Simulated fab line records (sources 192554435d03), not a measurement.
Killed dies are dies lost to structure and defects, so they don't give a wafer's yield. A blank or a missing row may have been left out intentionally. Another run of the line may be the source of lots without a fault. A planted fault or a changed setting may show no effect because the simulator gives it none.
Which tool is to blame? + flow n5_finfet + 10 lots, 29 wafers sampled, at 3 steps of a route of 1938

== WHAT THE GAUGES SHOWED, per wafer ==
N5_BEOL_M11_INSPECT_58: inspects for defects (darkfield).
| lot  | measured     | on                | raw_defect_count |
|------|--------------|-------------------|------------------|
| L597 | day 12 08:55 | defect_inspect-01 | 94 30 37         |
| L596 | day 12 09:11 | defect_inspect-01 | 60 76 72         |
| L598 | day 12 17:08 | defect_inspect-02 | 111 74           |
| L600 | day 13 14:16 | defect_inspect-02 | 77 60 71         |
| L603 | day 14 00:05 | defect_inspect-01 | 94 71 115        |
| L612 | day 15 15:22 | defect_inspect-01 | 41 49 67         |
| L614 | day 17 03:23 | defect_inspect-01 | 81 74 57         |
| L616 | day 17 04:44 | defect_inspect-01 | 88 137 70        |
| L618 | day 18 05:59 | defect_inspect-01 | 42 56 60         |
| L617 | day 18 08:41 | defect_inspect-01 | 86 73 98         |

== TOOL THAT RAN EACH LOT (tool first, then ch and the chambers of the sampled wafers, then the start) ==
| lot  | N5_BEOL_M11_ETCH_66                | N5_BEOL_M11_VIA_ETCH_34            |
|------|------------------------------------|------------------------------------|
| L597 | rie_diel-01 ch 0,1, day 12 05:35   | rie_diel-01 ch 0,1, day 12 05:43   |
| L596 | rie_diel-01 ch 0,1, day 12 06:31   | rie_diel-01 ch 0,1, day 12 06:38   |
| L598 | rie_diel-03 ch 1,3, day 12 11:52   | rie_diel-03 ch 1,3, day 12 11:59   |
| L600 | rie_diel-03 ch 0,3, day 13 10:59   | rie_diel-03 ch 0,3, day 13 11:06   |
| L603 | rie_diel-01 ch 0,2,3, day 13 21:12 | rie_diel-01 ch 0,2,3, day 13 21:20 |
| L612 | rie_diel-01 ch 2,3, day 15 12:22   | rie_diel-01 ch 2,3, day 15 12:29   |
| L614 | rie_diel-04 ch 1,2, day 16 23:50   | rie_diel-04 ch 1,2, day 16 23:58   |
| L616 | rie_diel-01 ch 2,3, day 17 00:45   | rie_diel-01 ch 2,3, day 17 00:53   |
| L618 | rie_diel-01 ch 0,1,2, day 18 02:25 | rie_diel-01 ch 0,1,2, day 18 02:32 |
| L617 | rie_diel-04 ch 0,1,2, day 18 04:49 | rie_diel-04 ch 0,1,2, day 18 04:56 |
- N5_BEOL_M11_ETCH_66: etches SOC in N2/H2, target depth 120 nm, overetch 24 nm, time 180 s.
- N5_BEOL_M11_VIA_ETCH_34: etches SiCOH lowk in C4F6/O2, target depth 184.5 nm, time 69.2 s.

== AS READ BY THE TOOLS THEMSELVES (means over the sampled wafers that have a number; for cases with no such wafer, the mark the record gives instead) ==
N5_BEOL_M11_ETCH_66.
| lot  | tool        | drypump_motor_current_A (A) | oes_product_au (a.u.) | rf_fwd_power_W (W) | rf_vpp_V (V) | showerhead_plenum_p_Torr (Torr) | throttle_valve_pct (%) |
|------|-------------|-----------------------------|-----------------------|--------------------|--------------|---------------------------------|------------------------|
| L597 | rie_diel-01 | 6.2                         | 0.61                  | 837.0              | 520.7        | 2.45                            | 17.9                   |
| L596 | rie_diel-01 | 6.2                         | 0.61                  | 837.4              | 521.0        | 2.45                            | 17.9                   |
| L598 | rie_diel-03 | 6.2                         | 0.62                  | 833.5              | 524.7        | 2.54                            | 17.9                   |
| L600 | rie_diel-03 | 5.5                         | 0.60                  | 836.1              | 523.3        | 2.51                            | 18.1                   |
| L603 | rie_diel-01 | 6.0                         | 0.62                  | 840.8              | 525.1        | 2.59                            | 17.7                   |
| L612 | rie_diel-01 | 6.0                         | 0.58                  | 836.4              | 525.3        | 2.63                            | 17.9                   |
| L614 | rie_diel-04 | 5.8                         | 0.63                  | 838.6              | 521.3        | 2.46                            | 18.3                   |
| L616 | rie_diel-01 | 5.9                         | 0.58                  | 837.2              | 525.3        | 2.62                            | 18.0                   |
| L618 | rie_diel-01 | 6.0                         | 0.68                  | 837.8              | 524.8        | 2.61                            | 17.8                   |
| L617 | rie_diel-04 | 5.8                         | 0.66                  | 835.8              | 523.0        | 2.51                            | 17.9                   |

N5_BEOL_M11_VIA_ETCH_34.
| lot  | tool        | C4F6_flow_sccm (sccm) | drypump_motor_current_A (A) | oes_product_au (a.u.) | rf_fwd_power_W (W) | rf_vpp_V (V) | showerhead_plenum_p_Torr (Torr) | throttle_valve_pct (%) |
|------|-------------|-----------------------|-----------------------------|-----------------------|--------------------|--------------|---------------------------------|------------------------|
| L597 | rie_diel-01 | 10.019                | 6.2                         | 0.75                  | 342.2              | 674          | 2.74                            | 21.0                   |
| L596 | rie_diel-01 | 10.024                | 6.3                         | 0.75                  | 343.0              | 673          | 2.74                            | 21.0                   |
| L598 | rie_diel-03 | 10.018                | 6.2                         | 0.76                  | 341.1              | 676          | 2.84                            | 21.0                   |
| L600 | rie_diel-03 | 10.004                | 5.5                         | 0.74                  | 343.5              | 659          | 2.82                            | 21.2                   |
| L603 | rie_diel-01 | 9.981                 | 6.0                         | 0.77                  | 342.6              | 665          | 2.89                            | 20.8                   |
| L612 | rie_diel-01 | 10.003                | 6.0                         | 0.71                  | 343.0              | 660          | 2.94                            | 20.9                   |
| L614 | rie_diel-04 | 10.030                | 5.8                         | 0.77                  | 343.1              | 667          | 2.74                            | 21.2                   |
| L616 | rie_diel-01 | 10.022                | 5.9                         | 0.71                  | 342.5              | 655          | 2.94                            | 21.1                   |
| L618 | rie_diel-01 | 9.983                 | 6.0                         | 0.83                  | 342.3              | 670          | 2.91                            | 20.9                   |
| L617 | rie_diel-04 | 10.015                | 5.8                         | 0.82                  | 342.3              | 670          | 2.81                            | 20.9                   |

== THE ANSWER, worked out from the rows above alone ==
Rule: the usual values come from the lots themselves. The widest of any qualifying gaps counts: lots, ordered by their means at a reading, are off when they make up no more than a third of the lots, leave a main group of 4 or more, and stand apart from it by 3 or more times the standard deviation of that group's means. A main group whose means are all the same, to the digits that the tables above print for the reading, isn't used. A lot without any number at a reading at which 4 lots or more have one is off too. Any other lot the step has rows for is counted as sound. After the gauges, taken in route order, come the tools' own readings; for these a lot's mean is taken, as printed above. The first step at which some lot is off is used, and at that step the reading that is off furthest; a lot without a number counts as furthest.
None of the lots is off at any reading shown; this tells nothing.

== WHAT HAD BEEN PUT IN BY THE SIMULATOR ==
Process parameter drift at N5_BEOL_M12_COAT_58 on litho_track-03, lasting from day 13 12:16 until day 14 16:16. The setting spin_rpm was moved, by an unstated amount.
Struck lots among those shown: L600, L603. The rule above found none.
